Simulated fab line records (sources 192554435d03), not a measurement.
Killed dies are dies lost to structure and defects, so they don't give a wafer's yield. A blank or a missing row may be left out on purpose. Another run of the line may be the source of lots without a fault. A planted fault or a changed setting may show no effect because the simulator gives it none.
Which tool is to blame? || flow n5Finfet || Sampling: 11 lots, 30 wafers, 4 of 1938 route steps

== WHAT EACH GAUGE READ, for each wafer ==
N5_BEOL_M4_RC_MEAS_101.
{"lot": "L500", "measured": "day 7 18:09", "on": "prober-01", "DIBL_N (mV/V)": "35.5 33.2", "DIBL_P (mV/V)": "36.4 33.5", "IGATE_N (nA/um)": "0.0155 0.0126", "IGATE_P (nA/um)": "0.0046 0.0037", "IOFF_N (nA/um)": "0.16 0.11", "IOFF_P (nA/um)": "0.26 0.20", "IOFF_P_85C (nA/um)": "4.2 3.5", "IOFF_P_LIN (nA/um)": "0.122 0.103", "IOFF_P_LONG (nA/um)": "0.000128 0.000126", "ION_N (uA/um)": "669 649", "ION_P (uA/um)": "475 462", "SS_N (mV/dec)": "72.2 71.1", "SS_P (mV/dec)": "73.6 72.7", "VT_N (mV)": "251 257", "VT_N_LVT (mV)": "97 103", "VT_P (mV)": "-243.3 -247.6", "VT_P_LONG (mV)": "-269 -268"}
{"lot": "L501", "measured": "day 8 10:25", "on": "prober-02", "DIBL_N (mV/V)": "38.3 35.3 35.2", "DIBL_P (mV/V)": "39.1 35.5 36.0", "IGATE_N (nA/um)": "0.0123 0.0129 0.0152", "IGATE_P (nA/um)": "0.0036 0.0037 0.0044", "IOFF_N (nA/um)": "0.24 0.16 0.16", "IOFF_P (nA/um)": "0.29 0.22 0.23", "IOFF_P_85C (nA/um)": "4.7 3.7 3.9", "IOFF_P_LIN (nA/um)": "0.131 0.106 0.110", "IOFF_P_LONG (nA/um)": "0.000127 0.00012 0.000118", "ION_N (uA/um)": "711 670 671", "ION_P (uA/um)": "482 465 465", "SS_N (mV/dec)": "71.9 71.7 71.8", "SS_P (mV/dec)": "73.6 71.8 72.8", "VT_N (mV)": "241 249 245", "VT_N_LVT (mV)": "90 96 95", "VT_P (mV)": "-245.8 -248.4 -249.0", "VT_P_LONG (mV)": "-270 -271 -273"}
{"lot": "L502", "measured": "day 8 23:31", "on": "prober-01", "DIBL_N (mV/V)": "35.7 37.6", "DIBL_P (mV/V)": "35.4 37.8", "IGATE_N (nA/um)": "0.0119 0.0166", "IGATE_P (nA/um)": "0.0035 0.0049", "IOFF_N (nA/um)": "0.14 0.18", "IOFF_P (nA/um)": "0.17 0.22", "IOFF_P_85C (nA/um)": "3.1 3.8", "IOFF_P_LIN (nA/um)": "0.084 0.101", "IOFF_P_LONG (nA/um)": "9.2e-05 9.3e-05", "ION_N (uA/um)": "675 674", "ION_P (uA/um)": "457 460", "SS_N (mV/dec)": "70.6 72.1", "SS_P (mV/dec)": "73.0 74.7", "VT_N (mV)": "254 249", "VT_N_LVT (mV)": "100 96", "VT_P (mV)": "-255.2 -249.7", "VT_P_LONG (mV)": "-277 -276"}
{"lot": "L504", "measured": "day 9 03:50", "on": "prober-01", "DIBL_N (mV/V)": "37.2 39.2 38.7", "DIBL_P (mV/V)": "35.6 36.4 36.8", "IGATE_N (nA/um)": "0.0128 0.0132 0.0123", "IGATE_P (nA/um)": "0.0037 0.0038 0.0036", "IOFF_N (nA/um)": "0.17 0.20 0.18", "IOFF_P (nA/um)": "0.23 0.25 0.26", "IOFF_P_85C (nA/um)": "3.9 4.2 4.2", "IOFF_P_LIN (nA/um)": "0.105 0.110 0.114", "IOFF_P_LONG (nA/um)": "0.000104 0.000102 0.000105", "ION_N (uA/um)": "688 681 688", "ION_P (uA/um)": "472 459 473", "SS_N (mV/dec)": "71.7 72.3 72.6", "SS_P (mV/dec)": "74.1 73.8 73.2", "VT_N (mV)": "249 247 249", "VT_N_LVT (mV)": "96 95 96", "VT_P (mV)": "-251.1 -249.6 -251.2", "VT_P_LONG (mV)": "-273 -274 -273"}
{"lot": "L505", "measured": "day 9 06:07", "on": "prober-02", "DIBL_N (mV/V)": "36.2 34.6 37.3", "DIBL_P (mV/V)": "37.4 35.8 39.0", "IGATE_N (nA/um)": "0.0145 0.0147 0.0157", "IGATE_P (nA/um)": "0.0043 0.0043 0.0047", "IOFF_N (nA/um)": "0.16 0.13 0.19", "IOFF_P (nA/um)": "0.21 0.18 0.23", "IOFF_P_85C (nA/um)": "3.7 3.2 3.9", "IOFF_P_LIN (nA/um)": "0.100 0.088 0.105", "IOFF_P_LONG (nA/um)": "9.5e-05 9.1e-05 8.7e-05", "ION_N (uA/um)": "679 671 688", "ION_P (uA/um)": "463 466 467", "SS_N (mV/dec)": "71.7 71.1 72.2", "SS_P (mV/dec)": "73.2 72.5 74.0", "VT_N (mV)": "249 256 250", "VT_N_LVT (mV)": "97 99 94", "VT_P (mV)": "-253.5 -253.8 -251.7", "VT_P_LONG (mV)": "-280 -279 -280"}
{"lot": "L506", "measured": "day 9 06:28", "on": "prober-01", "DIBL_N (mV/V)": "34.8 34.5 38.4", "DIBL_P (mV/V)": "35.2 35.1 40.7", "IGATE_N (nA/um)": "0.0107 0.0132 0.0130", "IGATE_P (nA/um)": "0.0033 0.0041 0.0039", "IOFF_N (nA/um)": "0.14 0.13 0.21", "IOFF_P (nA/um)": "0.18 0.17 0.27", "IOFF_P_85C (nA/um)": "3.2 3.2 4.5", "IOFF_P_LIN (nA/um)": "0.089 0.086 0.116", "IOFF_P_LONG (nA/um)": "0.000116 9.8e-05 0.000104", "ION_N (uA/um)": "687 670 687", "ION_P (uA/um)": "470 459 472", "SS_N (mV/dec)": "71.5 71.3 72.4", "SS_P (mV/dec)": "72.7 73.1 74.3", "VT_N (mV)": "251 251 244", "VT_N_LVT (mV)": "99 100 93", "VT_P (mV)": "-250.1 -251.9 -245.6", "VT_P_LONG (mV)": "-277 -275 -276"}
{"lot": "L507", "measured": "day 9 07:47", "on": "prober-02", "DIBL_N (mV/V)": "32.3 34.5 37.8", "DIBL_P (mV/V)": "30.4 33.9 38.5", "IGATE_N (nA/um)": "0.0132 0.0140 0.0134", "IGATE_P (nA/um)": "0.0040 0.0042 0.0040", "IOFF_N (nA/um)": "0.09 0.12 0.17", "IOFF_P (nA/um)": "0.14 0.18 0.25", "IOFF_P_85C (nA/um)": "2.5 3.2 4.2", "IOFF_P_LIN (nA/um)": "0.075 0.092 0.114", "IOFF_P_LONG (nA/um)": "0.000111 0.00012 0.000111", "ION_N (uA/um)": "653 666 672", "ION_P (uA/um)": "459 465 467", "SS_N (mV/dec)": "70.1 71.4 71.9", "SS_P (mV/dec)": "71.2 73.0 73.8", "VT_N (mV)": "257 251 248", "VT_N_LVT (mV)": "104 100 97", "VT_P (mV)": "-253.7 -250.1 -247.8", "VT_P_LONG (mV)": "-275 -273 -272"}
{"lot": "L508", "measured": "day 10 17:14", "on": "prober-02", "DIBL_N (mV/V)": "38.9 35.9 36.7", "DIBL_P (mV/V)": "40.1 37.6 38.4", "IGATE_N (nA/um)": "0.0139 0.0166 0.0153", "IGATE_P (nA/um)": "0.0041 0.0047 0.0043", "IOFF_N (nA/um)": "0.20 0.15 0.16", "IOFF_P (nA/um)": "0.21 0.18 0.19", "IOFF_P_85C (nA/um)": "3.6 3.2 3.3", "IOFF_P_LIN (nA/um)": "0.095 0.086 0.086", "IOFF_P_LONG (nA/um)": "9.1e-05 9e-05 8.8e-05", "ION_N (uA/um)": "675 673 670", "ION_P (uA/um)": "456 453 452", "SS_N (mV/dec)": "72.3 71.5 72.0", "SS_P (mV/dec)": "73.5 72.7 72.8", "VT_N (mV)": "250 252 252", "VT_N_LVT (mV)": "97 97 98", "VT_P (mV)": "-253.0 -254.6 -253.3", "VT_P_LONG (mV)": "-281 -283 -283"}
{"lot": "L509", "measured": "day 10 18:18", "on": "prober-01", "DIBL_N (mV/V)": "33.9 37.4", "DIBL_P (mV/V)": "33.0 38.3", "IGATE_N (nA/um)": "0.0130 0.0103", "IGATE_P (nA/um)": "0.0039 0.0030", "IOFF_N (nA/um)": "0.12 0.17", "IOFF_P (nA/um)": "0.17 0.26", "IOFF_P_85C (nA/um)": "3.1 4.3", "IOFF_P_LIN (nA/um)": "0.088 0.117", "IOFF_P_LONG (nA/um)": "0.000105 0.000112", "ION_N (uA/um)": "663 678", "ION_P (uA/um)": "464 469", "SS_N (mV/dec)": "71.1 71.9", "SS_P (mV/dec)": "72.9 74.4", "VT_N (mV)": "255 249", "VT_N_LVT (mV)": "101 96", "VT_P (mV)": "-251.0 -245.3", "VT_P_LONG (mV)": "-272 -274"}
{"lot": "L510", "measured": "day 10 22:55", "on": "prober-02", "DIBL_N (mV/V)": "33.1 35.2 34.7", "DIBL_P (mV/V)": "33.0 34.9 34.7", "IGATE_N (nA/um)": "0.0185 0.0187 0.0185", "IGATE_P (nA/um)": "0.0055 0.0057 0.0055", "IOFF_N (nA/um)": "0.11 0.14 0.14", "IOFF_P (nA/um)": "0.47 0.54 0.50", "IOFF_P_85C (nA/um)": "7.1 8.0 7.6", "IOFF_P_LIN (nA/um)": "0.234 0.259 0.247", "IOFF_P_LONG (nA/um)": "0.000241 0.000238 0.000234", "ION_N (uA/um)": "670 678 676", "ION_P (uA/um)": "504 498 501", "SS_N (mV/dec)": "71.5 71.8 71.8", "SS_P (mV/dec)": "73.7 74.1 73.3", "VT_N (mV)": "251 249 250", "VT_N_LVT (mV)": "132 127 127", "VT_P (mV)": "-224.7 -226.0 -225.0", "VT_P_LONG (mV)": "-248 -248 -250"}
{"lot": "L511", "measured": "day 11 15:52", "on": "prober-01", "DIBL_N (mV/V)": "32.8 34.2 37.7", "DIBL_P (mV/V)": "32.0 33.3 37.5", "IGATE_N (nA/um)": "0.0176 0.0151 0.0197", "IGATE_P (nA/um)": "0.0052 0.0045 0.0058", "IOFF_N (nA/um)": "0.11 0.12 0.17", "IOFF_P (nA/um)": "0.47 0.49 0.66", "IOFF_P_85C (nA/um)": "7.1 7.3 9.5", "IOFF_P_LIN (nA/um)": "0.244 0.246 0.299", "IOFF_P_LONG (nA/um)": "0.000276 0.000262 0.000251", "ION_N (uA/um)": "659 668 660", "ION_P (uA/um)": "499 501 491", "SS_N (mV/dec)": "70.8 71.1 73.1", "SS_P (mV/dec)": "72.4 74.0 74.0", "VT_N (mV)": "255 254 250", "VT_N_LVT (mV)": "129 128 127", "VT_P (mV)": "-225.1 -224.3 -223.0", "VT_P_LONG (mV)": "-243 -244 -246"}

== EACH LOT AND THE TOOL THAT RAN IT (in order: tool; ch and the chambers of the sampled wafers; start) ==
{"lot": "L500", "N5_HKMG_FIN_RTA_80": "rtpAnneal-02 ch 0, day 4 02:05", "N5_BEOL_M4_SPUTTER_92": "pvdSputter-01, day 7 15:54", "N5_BEOL_M4_DEP_57": "pecvd-01 ch 1,2, day 7 17:35"}
{"lot": "L501", "N5_HKMG_FIN_RTA_80": "rtpAnneal-02 ch 0, day 4 12:13", "N5_BEOL_M4_SPUTTER_92": "pvdSputter-01, day 8 08:52", "N5_BEOL_M4_DEP_57": "pecvd-03 ch 0,1,2, day 8 10:17"}
{"lot": "L502", "N5_HKMG_FIN_RTA_80": "rtpAnneal-02 ch 0, day 4 15:43", "N5_BEOL_M4_SPUTTER_92": "pvdSputter-03, day 8 21:49", "N5_BEOL_M4_DEP_57": "pecvd-03 ch 0,1, day 8 23:14"}
{"lot": "L504", "N5_HKMG_FIN_RTA_80": "rtpAnneal-02 ch 0, day 5 00:44", "N5_BEOL_M4_SPUTTER_92": "pvdSputter-02, day 9 02:07", "N5_BEOL_M4_DEP_57": "pecvd-04 ch 0,1,2, day 9 03:43"}
{"lot": "L505", "N5_HKMG_FIN_RTA_80": "rtpAnneal-01 ch 0, day 5 07:32", "N5_BEOL_M4_SPUTTER_92": "pvdSputter-02, day 9 04:16", "N5_BEOL_M4_DEP_57": "pecvd-01 ch 0,1,2, day 9 05:41"}
{"lot": "L506", "N5_HKMG_FIN_RTA_80": "rtpAnneal-01 ch 0, day 5 13:56", "N5_BEOL_M4_SPUTTER_92": "pvdSputter-01, day 9 04:49", "N5_BEOL_M4_DEP_57": "pecvd-03 ch 0,2, day 9 06:14"}
{"lot": "L507", "N5_HKMG_FIN_RTA_80": "rtpAnneal-01 ch 0, day 5 20:17", "N5_BEOL_M4_SPUTTER_92": "pvdSputter-03, day 9 06:05", "N5_BEOL_M4_DEP_57": "pecvd-04 ch 1,2, day 9 07:30"}
{"lot": "L508", "N5_HKMG_FIN_RTA_80": "rtpAnneal-01 ch 0, day 6 05:34", "N5_BEOL_M4_SPUTTER_92": "pvdSputter-03, day 10 15:23", "N5_BEOL_M4_DEP_57": "pecvd-04 ch 0,1,2, day 10 16:48"}
{"lot": "L509", "N5_HKMG_FIN_RTA_80": "rtpAnneal-01 ch 0, day 6 07:36", "N5_BEOL_M4_SPUTTER_92": "pvdSputter-01, day 10 16:10", "N5_BEOL_M4_DEP_57": "pecvd-04 ch 0,1, day 10 17:35"}
{"lot": "L510", "N5_HKMG_FIN_RTA_80": "rtpAnneal-01 ch 0, day 6 14:46", "N5_BEOL_M4_SPUTTER_92": "pvdSputter-03, day 10 21:13", "N5_BEOL_M4_DEP_57": "pecvd-04 ch 1,2, day 10 22:38"}
{"lot": "L511", "N5_HKMG_FIN_RTA_80": "rtpAnneal-01 ch 0, day 6 17:30", "N5_BEOL_M4_SPUTTER_92": "pvdSputter-02, day 11 14:19", "N5_BEOL_M4_DEP_57": "pecvd-03 ch 1,2, day 11 15:44"}
- N5_HKMG_FIN_RTA_80: time 2 s.
- N5_BEOL_M4_SPUTTER_92: material Cu, target thk 4.5 nm, time 8.29 s.
- N5_BEOL_M4_DEP_57: deposits SiCN from 3MS/NH3, target thk 8 nm, time 14 s.

== WHAT THE TOOLS THEMSELVES READ (means of the sampled wafers that have a number; where no wafer has one, the mark that the record gives instead) ==
N5_BEOL_M4_SPUTTER_92.
{"lot": "L500", "tool": "pvdSputter-01", "chuckGasFlowSccm (sccm)": 1.31, "substrateTempC (C)": -19.94, "throttleValvePct (%)": 28.4}
{"lot": "L501", "tool": "pvdSputter-01", "chuckGasFlowSccm (sccm)": 1.27, "substrateTempC (C)": -20.05, "throttleValvePct (%)": 29.7}
{"lot": "L502", "tool": "pvdSputter-03", "chuckGasFlowSccm (sccm)": 1.26, "substrateTempC (C)": -19.95, "throttleValvePct (%)": 29.9}
{"lot": "L504", "tool": "pvdSputter-02", "chuckGasFlowSccm (sccm)": 1.23, "substrateTempC (C)": -20.00, "throttleValvePct (%)": 29.9}
{"lot": "L505", "tool": "pvdSputter-02", "chuckGasFlowSccm (sccm)": 1.23, "substrateTempC (C)": -19.91, "throttleValvePct (%)": 30.7}
{"lot": "L506", "tool": "pvdSputter-01", "chuckGasFlowSccm (sccm)": 1.30, "substrateTempC (C)": -19.98, "throttleValvePct (%)": 30.2}
{"lot": "L507", "tool": "pvdSputter-03", "chuckGasFlowSccm (sccm)": 1.25, "substrateTempC (C)": -20.09, "throttleValvePct (%)": 29.8}
{"lot": "L508", "tool": "pvdSputter-03", "chuckGasFlowSccm (sccm)": 1.31, "substrateTempC (C)": -19.96, "throttleValvePct (%)": 30.1}
{"lot": "L509", "tool": "pvdSputter-01", "chuckGasFlowSccm (sccm)": 1.26, "substrateTempC (C)": -20.03, "throttleValvePct (%)": 30.1}
{"lot": "L510", "tool": "pvdSputter-03", "chuckGasFlowSccm (sccm)": 1.28, "substrateTempC (C)": -20.03, "throttleValvePct (%)": 30.4}
{"lot": "L511", "tool": "pvdSputter-02", "chuckGasFlowSccm (sccm)": 1.28, "substrateTempC (C)": -19.96, "throttleValvePct (%)": 30.7}

N5_BEOL_M4_DEP_57.
{"lot": "L500", "tool": "pecvd-01", "showerheadPlenumPTorr (Torr)": 3.676, "throttleValvePct (%)": 8.6}
{"lot": "L501", "tool": "pecvd-03", "showerheadPlenumPTorr (Torr)": 3.653, "throttleValvePct (%)": 9.1}
{"lot": "L502", "tool": "pecvd-03", "showerheadPlenumPTorr (Torr)": 3.655, "throttleValvePct (%)": 9.1}
{"lot": "L504", "tool": "pecvd-04", "showerheadPlenumPTorr (Torr)": 3.672, "throttleValvePct (%)": 9.1}
{"lot": "L505", "tool": "pecvd-01", "showerheadPlenumPTorr (Torr)": 3.678, "throttleValvePct (%)": 8.7}
{"lot": "L506", "tool": "pecvd-03", "showerheadPlenumPTorr (Torr)": 3.664, "throttleValvePct (%)": 9.0}
{"lot": "L507", "tool": "pecvd-04", "showerheadPlenumPTorr (Torr)": 3.673, "throttleValvePct (%)": 9.4}
{"lot": "L508", "tool": "pecvd-04", "showerheadPlenumPTorr (Torr)": 3.674, "throttleValvePct (%)": 9.2}
{"lot": "L509", "tool": "pecvd-04", "showerheadPlenumPTorr (Torr)": 3.668, "throttleValvePct (%)": 9.4}
{"lot": "L510", "tool": "pecvd-04", "showerheadPlenumPTorr (Torr)": 3.675, "throttleValvePct (%)": 9.2}
{"lot": "L511", "tool": "pecvd-03", "showerheadPlenumPTorr (Torr)": 3.642, "throttleValvePct (%)": 9.2}

== THE ANSWER, worked out from the rows above alone ==
Rule: the lots themselves supply what counts as usual. The widest of any qualifying gaps counts: lots, ordered by their means at a reading, are off when they make up no more than a third of the lots, leave a main group of 4 or more, and stand apart from it by 3 or more times the standard deviation of that group's means. A main group is skipped when, at the precision printed for the reading in the tables above, its means are all equal. Also off: a lot with no number at a reading for which 4 or more lots have one. Where the step has rows for the other lots, those lots are counted as sound. Order of review: gauges by route order, followed by the tools' own readings, for which a lot's mean as printed above is used. The first step at which some lot is off is used, and at that step the reading that is off furthest; a lot without a number counts as furthest.
Off: L510, L511, seen at N5_BEOL_M4_RC_MEAS_101 (IOFF_P_LIN). For the main group the mean is 0.101 nA/um and the standard deviation 0.009.
If a tool, at a process step before that reading, ran all the lots that are off and no sound lot after the first of them, it fits. Gauges at N5_BEOL_M4_RC_MEAS_101: tried the same way as those tools. One fits: rtpAnneal-01 at N5_HKMG_FIN_RTA_80. A fault onset in the window from L509 (day 6 07:36, its last sound lot) to L510 (day 6 14:46, its first lot off) fits.

== WHAT WAS PUT IN BY THE SIMULATOR ==
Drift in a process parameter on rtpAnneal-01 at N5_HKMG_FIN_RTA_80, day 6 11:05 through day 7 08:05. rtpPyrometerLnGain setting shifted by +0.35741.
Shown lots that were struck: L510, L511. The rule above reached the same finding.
